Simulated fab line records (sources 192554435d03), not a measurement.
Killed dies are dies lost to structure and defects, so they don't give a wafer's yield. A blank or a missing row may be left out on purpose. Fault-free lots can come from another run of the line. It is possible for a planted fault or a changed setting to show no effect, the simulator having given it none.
A struck lot beside a sound one -- flow n5_finfet -- 43 steps out of a route of 1938
Sound: these wafers, L618.2, L618.3, L618.4. Struck: wafers L631.1, L631.2, L631.5. The cause is given at the end.
Order at every step that has rows: each side's tool, ch and its chambers, its first start. Under that, the readings that differ: sound wafers -- struck wafers -- difference of the means -- sigmas: that difference in standard deviations of wafers without a fault.
alike: words and numbers the same on both sides, and readings whose means are apart by under 2 such deviations; not compared: readings that were withheld, readings missing a value for some wafer, numbers with overlapping values and no deviation given by the record, and bounds like >300 which may hide the same value.
A row with sigmas, a row that says differs or no value, or rows on one side alone: a step with any of these is where the two part. Non-overlapping numbers with no deviation appear without sigmas and do not part them. Lack of a reading on every wafer of one side parts them only where that side has two or more wafers.

N5_BEOL_M1_INSPECT_30: inspects for defects (brightfield).
  sound: defect_inspect-02 at day 6 20:43; struck: defect_inspect-02 at day 10 18:46
  alike: raw_defect_count
then, 11 steps without rows for these wafers: N5_BEOL_M1_DESCUM_33 (chemistry O2, time 7 s); N5_BEOL_M1_ETCH_77 (etches underlayer in N2/H2, target depth 6.5 nm, time 5.2 s); N5_BEOL_M1_ETCH_69 (etches SiARC in CF4, target depth 15.6 nm, time 26 s); N5_BEOL_M1_ALD_98 (deposits SiO2, target thk 2.5 nm, pulse time 1 s, co reactant pulse time 1 s); N5_BEOL_M1_ETCHBACK_99 (etches SiO2 in CHF3, target depth 5 nm, time 10.4 s); N5_BEOL_M1_ETCH_70 (etches SOC in N2/H2, target depth 80 nm, overetch 16 nm, time 120 s); N5_BEOL_M1_STRIP_71 (strips in N2/H2); N5_BEOL_M1_STRIP_78 (strips in N2/H2); N5_BEOL_M1_VIA_ETCH_34 (etches the open film in C4F6/O2, target depth 67.8 nm, time 64.4 s); N5_BEOL_M1_STRIP_83 (strips in C4F6/O2); N5_BEOL_M1_STRIP_36 (strips in N2/H2).
N5_BEOL_M1_TRENCH_ETCH_37: etches SiOC in C4F6/O2, target depth 55.207 nm, time 29 s.
  sound on rie_diel-03 ch 0,2,3, day 6 23:59; struck on rie_diel-01 ch 0,1, day 10 19:58
  alike: drypump_motor_current_A, mfc_ar_sccm, oes_ar_750_au, oes_product_au, rf_fwd_power_W, rf_vpp_V, showerhead_plenum_p_Torr, throttle_valve_pct
  not compared: rf_hours_counter_h
then, 2 steps without rows for these wafers: N5_BEOL_M1_ETCH_41 (etches SiCN in CH3F/O2, target depth 31.9 nm, time 57.8 s); N5_BEOL_M1_STRIP_97 (strips in N2/H2, time 10 s).
N5_BEOL_M1_OCD_MEAS_38:
  sound: ocd-01 at day 7 00:09; struck: ocd-01 at day 10 20:07
  alike: trench_depth_nm
then, 4 steps without rows for these wafers: N5_BEOL_M1_HM_STRIP_39 (strips TiN in peroxide tin strip, target depth 25 nm, time 158 s); N5_BEOL_M1_SRD_40 (time 30 s); N5_BEOL_M1_PRECLEAN_42 (cleans in residue remover, time 60 s); N5_BEOL_M1_SRD_43 (time 30 s).
N5_BEOL_M1_CD_MEAS_35: target cd 18 nm, target cd y 21 nm.
  sound: cd_sem-01 at day 7 00:18; struck: cd_sem-02 at day 10 20:16
  alike: cd_nm
then, 2 steps without rows for these wafers: N5_BEOL_M1_DEGAS_44 (time 60 s); N5_BEOL_M1_PRE_CLEAN_45 (time 30 s).
N5_BEOL_M1_ALD_84: deposits TaN, pulse time 2 s, purge time 3 s, co reactant purge time 2 s.
  sound on ald_metal-03 ch 2,3, day 7 00:44; struck on ald_metal-03 ch 0,2,3, day 10 20:25
  alike: heater_power_w
  not compared: since_wet_clean_h
N5_BEOL_M1_SURFACE_TREAT_85:
  sound: pvd_sputter-01 at day 7 01:05; struck: pvd_sputter-03 at day 10 20:38
  not compared: pressure_mtorr, throttle_valve_pct
then, 1 step without rows for these wafers: N5_BEOL_M1_CVD_47 (deposits Co from CCTBA/H2, target thk 3 nm, time 223.8 s).
N5_BEOL_M1_SPUTTER_48: material Cu, target thk 4.5 nm, time 8.29 s.
  sound: pvd_sputter-03 at day 7 01:25; struck: pvd_sputter-01 at day 10 20:52
  alike: throttle_valve_pct
then, 9 steps without rows for these wafers: N5_BEOL_M1_ANNEAL_49 (time 240 s); N5_BEOL_M1_SPUTTER_79 (material Cu, target thk 4.5 nm, time 8.29 s); N5_BEOL_M1_ANNEAL_80 (time 240 s); N5_BEOL_M1_SPUTTER_81 (material Cu, target thk 4.5 nm, time 8.29 s); N5_BEOL_M1_ANNEAL_82 (time 240 s); N5_BEOL_M1_SPUTTER_86 (material Cu, target thk 4.5 nm, time 8.29 s); N5_BEOL_M1_ANNEAL_87 (time 240 s); N5_BEOL_M1_SPUTTER_88 (material Cu, target thk 4.5 nm, time 8.29 s); N5_BEOL_M1_ANNEAL_89 (time 240 s).
N5_BEOL_M1_SPUTTER_90: material Cu, target thk 4.5 nm, time 8.29 s.
  sound: pvd_sputter-03 at day 7 02:31; struck: pvd_sputter-01 at day 10 21:58
  alike: throttle_valve_pct
then, 2 steps without rows for these wafers: N5_BEOL_M1_ANNEAL_91 (time 240 s); N5_BEOL_M1_SPUTTER_92 (material Cu, target thk 4.5 nm, time 8.29 s).
N5_BEOL_M1_ANNEAL_93: time 240 s.
  sound: pvd_sputter-03 at day 7 02:49; struck: pvd_sputter-01 at day 10 22:16
  alike: heater_power_w, susceptor_temp_C_max
then, 2 steps without rows for these wafers: N5_BEOL_M1_SPUTTER_94 (material Cu, target thk 4.5 nm, time 8.29 s); N5_BEOL_M1_ANNEAL_95 (time 240 s).
-- the record jumps here: 6 days lie between the struck wafers' starts before and after (it left off in module BEOL_M1 and takes up again in module PASSIVATION, whose first step shown is number 1936 of the route) --
N5_PASSIVATION_PROBE_49:
  sound: prober-01 at day 13 20:07; struck: prober-01 at day 17 03:41
reading,sound,struck,difference,sigmas
defect_limited_yield (%),87.3 89.8 86.4,84.7 84.8 84.0,-3.3,-2
killed_at_M0_to_M3,56 26 70,110 132 128,+73,+7
killed_at_contacts,25 28 26,16 13 7,-14,-2
killed_dies,150 120 160,180 179 189,+39,+2
killed_open,106 78 107,60 54 57,-40,-3
sort_bin_5_function (%),7.7 5.7 6.8,9.7 10.1 10.6,+3.4,+3
sort_n_pass,1030 1060 1020,1000 1001 990,-40,-2
sort_yield_pct (%),87.3 89.8 86.4,84.7 84.8 83.9,-3.4,-2
  alike: killed_at_M4_up, killed_at_front_end, killed_at_other, killed_short, sort_bin_4_leakage, sort_bin_6_memory

## WHERE THEY PART
Only at N5_PASSIVATION_PROBE_49, within this record.

WHY: what had been put in by the simulator
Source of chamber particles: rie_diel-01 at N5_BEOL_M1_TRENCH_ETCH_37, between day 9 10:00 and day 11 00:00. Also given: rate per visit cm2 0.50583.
